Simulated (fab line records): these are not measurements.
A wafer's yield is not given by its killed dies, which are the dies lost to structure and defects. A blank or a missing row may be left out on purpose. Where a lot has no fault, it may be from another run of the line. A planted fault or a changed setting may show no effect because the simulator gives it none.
Which tool is to blame?	flow nand-harc	12 lots, 36 wafers sampled, at 6 steps of a route of 1159

## WHAT EACH GAUGE READ, for each wafer
NHARC_P_M1_OVL_MEAS_10: pitch 260 nm.
lot	measured	on	overlay-x-nm (nm)	overlay-y-nm (nm)
L104	day 6 09:50	overlay-02	1.5 1.0 1.3	0.6 0.5 0.5
L105	day 6 10:49	overlay-02	-0.2 -0.4 -0.7	1.4 1.7 1.4
L111	day 8 05:34	overlay-01	0.7 0.7 0.7	0.8 1.2 0.8
L114	day 9 02:41	overlay-01	-0.8 -1.2 -0.8	-1.6 -1.6 -1.5
L115	day 9 12:39	overlay-01	-0.4 -0.7 -0.2	1.0 1.5 0.9
L116	day 9 12:58	overlay-01	1.3 1.1 0.5	0.4 0.6 0.1
L122	day 10 14:05	overlay-02	0.5 0.4 0.5	0.6 0.5 0.1
L123	day 10 14:45	overlay-02	0.9 1.0 1.1	0.1 -0.2 -0.1
L120	day 10 15:40	overlay-02	0.8 0.9 0.8	-0.4 0.1 0.3
L125	day 11 09:08	overlay-02	-0.2 0.1 0.2	0.0 -0.5 -0.7
L124	day 11 09:50	overlay-01	0.7 1.3 0.9	-0.5 -0.3 -0.3
L126	day 11 13:59	overlay-02	0.8 0.3 0.2	-0.4 -0.6 -0.9

NHARC_P_M1_THK_MEAS_24: measures by xrf.
lot	measured	on	thk-nm (nm)
L104	day 6 12:21	film-metro-02	155.3 157.8 158.8
L105	day 6 13:22	film-metro-01	157.3 157.9 157.7
L111	day 8 08:09	film-metro-01	158.1 157.6 155.8
L114	day 9 05:14	film-metro-01	156.6 157.3 158.9
L115	day 9 15:10	film-metro-02	406.5 404.5 410.3
L116	day 9 15:47	film-metro-01	408.8 405.1 404.1
L122	day 10 16:48	film-metro-01	158.7 156.1 158.1
L123	day 10 17:21	film-metro-02	158.3 155.4 158.9
L120	day 10 18:14	film-metro-01	155.2 156.2 159.8
L125	day 11 11:39	film-metro-01	160.0 158.7 160.5
L124	day 11 12:20	film-metro-02	157.8 158.8 157.0
L126	day 11 16:34	film-metro-01	155.9 160.0 157.8

NHARC_END_SORT_01.
lot	measured	on	defect-limited-yield (%)	killed-at-array	killed-at-other	killed-at-periphery	killed-dies	killed-open	killed-short	sort_bin_2_pct (%)	sort_bin_3_pct (%)	sort_bin_4_pct (%)	sort-n-pass	sort-rim-yield-pct (%)	sort-yield-pct (%)
L111	day 21 14:29	prober-01	92.3 90.5 93.2	46 58 43	1 2 0	5 4 3	52 64 46	4 10 5	4 3 1	2.8 2.8 2.2	0.44 0.30 0.44	4.4 6.4 4.1	625 613 631	94.3 98.1 99.1	92.3 90.5 93.2
L114	day 21 20:42	prober-01	95.1 95.1 93.8	28 27 36	2 0 0	3 6 6	33 33 42	3 5 5	0 3 1	1.2 1.9 1.2	0 0.30 0.30	3.7 2.7 4.7	644 644 635	98.1 94.3 97.2	95.1 95.1 93.8
L115	day 22 06:48	prober-02	0 0 0	26 25 28	0 0 0	651 652 649	677 677 677	6 1 1	1 3 1	96.8 96.9 96.6	0.15 0.15 0.44	3.1 3.0 3.0	0 0 0	0 0 0	0 0 0
L116	day 22 07:37	prober-01	0 0 0	45 45 35	0 0 0	632 632 642	677 677 677	4 2 7	1 3 1	95.1 95.9 96.0	0.30 0.30 0.30	4.6 3.8 3.7	0 0 0	0 0 0	0 0 0
L120	day 23 20:26	prober-01	93.8 94.5 94.4	39 34 35	0 0 0	3 3 3	42 37 38	4 7 1	5 1 3	1.3 1.0 1.5	0.15 0.15 0.30	4.7 4.3 3.8	635 640 639	96.2 98.1 97.2	93.8 94.5 94.4

## WHAT TOOL EACH LOT RAN ON (gives the tool, then ch and the chambers of the sampled wafers, and finally the start)
lot	NHARC_P_M1_DEGAS_29	NHARC_P_M1_CMP_23	NHARC_P_M1_DEP_33
L104	pvd-sputter-01, day 6 10:57	cmp-04 ch 1,2, day 6 12:02	pecvd-04 ch 0,2, day 6 12:47
L105	pvd-sputter-02, day 6 11:56	cmp-01 ch 1,2,3, day 6 13:04	pecvd-04 ch 1,2, day 6 13:41
L111	pvd-sputter-02, day 8 06:45	cmp-04 ch 0,3, day 8 07:52	pecvd-04 ch 1,2, day 8 08:31
L114	pvd-sputter-01, day 9 03:48	cmp-04 ch 0,1, day 9 04:55	pecvd-03 ch 1,2, day 9 05:39
L115	pvd-sputter-01, day 9 13:47	cmp-01 ch 0,2, day 9 14:53	pecvd-02 ch 0,1,2, day 9 15:29
L116	pvd-sputter-01, day 9 14:05	cmp-01 ch 0,1,3, day 9 15:31	pecvd-03 ch 0,1,2, day 9 16:05
L122	pvd-sputter-02, day 10 15:17	cmp-04 ch 1,2, day 10 16:29	pecvd-02 ch 0,2, day 10 17:07
L123	pvd-sputter-02, day 10 15:58	cmp-04 ch 0,1,3, day 10 17:04	pecvd-02 ch 0,1,2, day 10 17:40
L120	pvd-sputter-03, day 10 16:50	cmp-04 ch 0,3, day 10 17:55	pecvd-02 ch 0,1,2, day 10 18:40
L125	pvd-sputter-01, day 11 10:15	cmp-02 ch 0,1,2, day 11 11:22	pecvd-03 ch 0,1, day 11 12:02
L124	pvd-sputter-02, day 11 10:57	cmp-01 ch 0,1,3, day 11 12:03	pecvd-02 ch 0,1,2, day 11 12:40
L126	pvd-sputter-02, day 11 15:10	cmp-04 ch 0,1, day 11 16:16	pecvd-02 ch 0,1,2, day 11 16:53
- NHARC_P_M1_DEGAS_29: time 60 s.
- NHARC_P_M1_CMP_23: polishes, t overpolish 20 s, target thk 157.82 nm.
- NHARC_P_M1_DEP_33: deposits SiCN, target thk 30 nm.

## AS READ BY THE TOOLS THEMSELVES (means over the sampled wafers that have a number; for cases with no such wafer, the mark the record gives instead)
NHARC_P_M1_DEGAS_29.
lot	tool	heater-power-w (W)	susceptor-temp-C (C)
L104	pvd-sputter-01	305	250.04
L105	pvd-sputter-02	327	250.04
L111	pvd-sputter-02	334	250.17
L114	pvd-sputter-01	297	250.16
L115	pvd-sputter-01	309	250.03
L116	pvd-sputter-01	312	249.73
L122	pvd-sputter-02	318	250.07
L123	pvd-sputter-02	303	250.03
L120	pvd-sputter-03	413	250.02
L125	pvd-sputter-01	310	249.88
L124	pvd-sputter-02	320	-
L126	pvd-sputter-02	312	250.04

NHARC_P_M1_CMP_23.
lot	tool	edge-zone-pressure-frac	motor-current-A (A)	pad-life-wafers	time-to-endpoint-s (s)
L104	cmp-04	0.999	12.9	116	28.1
L105	cmp-01	0.999	11.8	308	29.3
L111	cmp-04	1.002	11.2	344	28.3
L114	cmp-04	0.999	12.4	428	24.6
L115	cmp-01	-	-	-	-
L116	cmp-01	-	-	-	-
L122	cmp-04	1.003	12.6	114	27.4
L123	cmp-04	0.997	11.7	122	29.0
L120	cmp-04	1.001	11.3	132	28.7
L125	cmp-02	1.001	12.2	134	32.4
L124	cmp-01	1.001	12.0	422	24.8
L126	cmp-04	1.004	11.6	266	27.4

NHARC_P_M1_DEP_33.
lot	tool	heater-power-w (W)	susceptor-temp-C (C)
L104	pecvd-04	602	370.00
L105	pecvd-04	664	370.19
L111	pecvd-04	577	370.37
L114	pecvd-03	697	369.71
L115	pecvd-02	682	369.77
L116	pecvd-03	615	370.03
L122	pecvd-02	641	370.20
L123	pecvd-02	676	370.06
L120	pecvd-02	628	370.08
L125	pecvd-03	537	369.94
L124	pecvd-02	619	369.79
L126	pecvd-02	687	370.06

## THE ANSWER, worked out from the rows above alone
Rule: usual is defined by the lots themselves. The widest of any qualifying gaps counts: lots, ordered by their means at a reading, are off when they make up no more than a third of the lots, leave a main group of 4 or more, and stand apart from it by 3 or more times the standard deviation of that group's means. Not used: any main group whose means are identical at the precision the tables above print for the reading. A lot without any number at a reading at which 4 lots or more have one is off too. Where the step has rows for the other lots, those lots are counted as sound. After the gauges, taken in route order, come the tools' own readings; for these a lot's mean is taken, as printed above. At the first step where some lot is off, the reading lying furthest off is the one used; lots without a number count as furthest.
Off at NHARC_P_M1_THK_MEAS_24 (thk-nm): L115, L116. The main group has a mean of 157.7 nm with a standard deviation of 0.71.
A tool fits if, at a process step before that reading, it ran every lot that is off, and no sound lot after the first of them. The gauges at NHARC_P_M1_THK_MEAS_24 aren't tried: what is off there is off at NHARC_P_M1_CMP_23 too, on other tools, and a gauge's error can't cause that. Of those tried, none fits.

## WHAT THE SIMULATOR PUT IN
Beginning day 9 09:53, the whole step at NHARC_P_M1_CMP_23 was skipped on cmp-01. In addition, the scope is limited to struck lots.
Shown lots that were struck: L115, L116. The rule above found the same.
